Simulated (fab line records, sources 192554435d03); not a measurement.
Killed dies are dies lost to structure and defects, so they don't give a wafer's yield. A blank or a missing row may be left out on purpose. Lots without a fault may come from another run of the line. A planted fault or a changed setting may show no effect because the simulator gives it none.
Chamber matching | flow n5_finfet | N5_FIN_SAQP_HM_OPEN_33 on rie_diel-05: 4 sister chambers
The step chemistry CH3F/O2, target SiNx, target depth 49.4 nm, time 70.6 s. 16 wafers are shown with their chamber, then 8 later ones without.

WAFERS WITH THEIR CHAMBER
wafer  | chamber | drypump_motor_current_A (A) | throttle_valve_pct (%) | showerhead_plenum_p_Torr (Torr)
L076.2 | 3       | 5.2                         | 16.58                  | 1.89
L076.5 | 3       | 5.2                         | 16.59                  | 1.89
L076.6 | 0       | 5.8                         | 16.51                  | 1.96
L078.2 | 2       | 6.5                         | 16.66                  | 2.08
L078.3 | 3       | 5.2                         | 16.60                  | 1.89
L078.6 | 0       | 5.8                         | 16.52                  | 1.96
L081.3 | 2       | 6.5                         | 16.66                  | 2.08
L081.4 | 2       | 6.5                         | 16.66                  | 2.08
L081.6 | 1       | 5.6                         | 16.18                  | 1.96
L085.3 | 3       | 5.2                         | 16.14                  | 2.14
L085.5 | 3       | 5.2                         | 16.16                  | 2.14
L085.6 | 2       | 6.6                         | 16.68                  | 2.07
L088.1 | 3       | 5.2                         | 16.17                  | 2.14
L088.3 | 0       | 5.8                         | 16.07                  | 1.96
L088.4 | 2       | 6.6                         | 16.69                  | 2.07
L089.2 | 2       | 6.5                         | 16.69                  | 2.07

SIGNATURES (means of the wafers above)
reading                  | chamber 0 | chamber 1 | chamber 2 | chamber 3 | scatter within a chamber
drypump_motor_current_A  | 5.800     | 5.600     | 6.533     | 5.200     | 0.0333
throttle_valve_pct       | 16.3667   | 16.1800   | 16.6733   | 16.3733   | 0.186
showerhead_plenum_p_Torr | 1.9600    | 1.9600    | 2.0750    | 2.0150    | 0.0885
Rule: a wafer's distance from a chamber is the root of the sum, over the readings, of the square of ((its reading less the chamber's mean) divided by the reading's scatter). The wafer belongs to the nearest chamber; if the next one is less than 2 further off, it can't be placed. The scatter: the root of (the sum of the squares of (reading less its chamber's mean) over the shown wafers, divided by (wafers less chambers)).

WAFERS WITHOUT THEIR CHAMBER
wafer  | drypump_motor_current_A (A) | throttle_valve_pct (%) | showerhead_plenum_p_Torr (Torr)
L089.4 | 5.6                         | 16.23                  | 1.95
L089.5 | 5.2                         | 16.15                  | 2.13
L093.2 | 5.6                         | 16.25                  | 1.95
L093.4 | 6.6                         | 16.71                  | 2.07
L093.6 | 5.2                         | 16.18                  | 2.13
L092.1 | 5.7                         | 16.27                  | 1.95
L092.2 | 5.2                         | 16.18                  | 2.13
L092.3 | 5.8                         | 16.08                  | 1.95

WHICH CHAMBER EACH WENT THROUGH
wafer  | from the rows above     | in truth
L089.4 | 1                       | 1
L089.5 | 3                       | 3
L093.2 | 1                       | 1
L093.4 | 2                       | 2
L093.6 | 3                       | 3
L092.1 | can't be placed: 1 or 0 | 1
L092.2 | 3                       | 3
L092.3 | 0                       | 0
Placed correctly: 7 of 8. Can't be placed from these rows: 1 (the true chamber is among the candidates in 1). Placed wrongly: 0.
